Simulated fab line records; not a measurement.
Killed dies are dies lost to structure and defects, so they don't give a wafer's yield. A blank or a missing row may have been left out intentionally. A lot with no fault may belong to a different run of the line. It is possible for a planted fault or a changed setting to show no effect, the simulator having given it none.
Matching of chambers ; flow n5 finfet ; N5_BEOL_M15_DEP_53 on pecvd-03: 3 sister chambers
The step deposits SiCN from 3MS/NH3, target thk 50 nm, time 17.8 s. 3 wafers are shown with their chamber, then 9 later ones without.

## EACH WAFER AND ITS CHAMBER
wafer;chamber;throttle valve pct (%)
L088.4;2;16.2
L088.5;1;18.7
L088.6;0;19.0

## WAFERS WITH NO CHAMBER GIVEN
wafer;throttle valve pct (%)
L091.2;18.9
L091.5;18.7
L091.6;19.2
L095.2;18.9
L095.4;19.0
L095.5;18.9
L097.3;16.2
L097.4;15.9
L097.6;19.2

## WHICH CHAMBER EACH WENT THROUGH
wafer;from the rows above;in truth
L091.2;can't be placed: 0 or 1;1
L091.5;1;1
L091.6;0;0
L095.2;can't be placed: 0 or 1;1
L095.4;0;0
L095.5;can't be placed: 0 or 1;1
L097.3;2;2
L097.4;2;2
L097.6;0;0
6 of 9 placed correctly. Not placeable from these rows: 3 (in 3, the candidates include the true chamber). 0 placed wrongly.
How it was worked out, from the rows above alone: a wafer's distance from a chamber is the root of the sum, over the readings, of the square of ((its reading less the chamber's mean) divided by the reading's scatter). The wafer belongs to the nearest chamber; if the next one is less than 2 further off, it can't be placed. Each chamber's mean is taken over the wafers shown for it. The scatter: root of mean squared gap, hidden wafer to nearest shown wafer, with one shown wafer a chamber.
